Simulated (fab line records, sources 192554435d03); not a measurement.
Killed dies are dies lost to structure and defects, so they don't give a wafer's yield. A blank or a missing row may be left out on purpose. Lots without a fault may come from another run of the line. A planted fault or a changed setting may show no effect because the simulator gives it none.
Chamber matching | flow n5_finfet | N5_BEOL_M6_ETCH_65 on rie_diel-04: 4 sister chambers
The step etches SiARC in CF4, target depth 15.6 nm, time 26 s. 4 wafers are shown with their chamber, then 10 later ones without.

WAFERS WITH THEIR CHAMBER
wafer  | chamber | showerhead_plenum_p_Torr (Torr)
L085.1 | 2       | 2.06
L085.3 | 0       | 2.16
L089.1 | 3       | 2.18
L089.2 | 1       | 2.08

WAFERS WITHOUT THEIR CHAMBER
wafer  | showerhead_plenum_p_Torr (Torr)
L089.5 | 2.18
L093.1 | 2.15
L093.3 | 2.06
L093.4 | 2.08
L095.4 | 2.06
L095.5 | 2.15
L095.6 | 2.08
L096.4 | 2.15
L096.5 | 2.06
L096.6 | 2.08

WHICH CHAMBER EACH WENT THROUGH
wafer  | from the rows above | in truth
L089.5 | 3                   | 3
L093.1 | 0                   | 0
L093.3 | 2                   | 2
L093.4 | 1                   | 1
L095.4 | 2                   | 2
L095.5 | 0                   | 0
L095.6 | 1                   | 1
L096.4 | 0                   | 0
L096.5 | 2                   | 2
L096.6 | 1                   | 1
Placed correctly: 10 of 10. Can't be placed from these rows: 0. Placed wrongly: 0.
How it was worked out, from the rows above alone: a wafer's distance from a chamber is the root of the sum, over the readings, of the square of ((its reading less the chamber's mean) divided by the reading's scatter). The wafer belongs to the nearest chamber; if the next one is less than 2 further off, it can't be placed. A chamber's mean is the mean of its shown wafers. The scatter: with one shown wafer a chamber, the root of the mean of the squares of how far each hidden wafer lies from its nearest shown one.
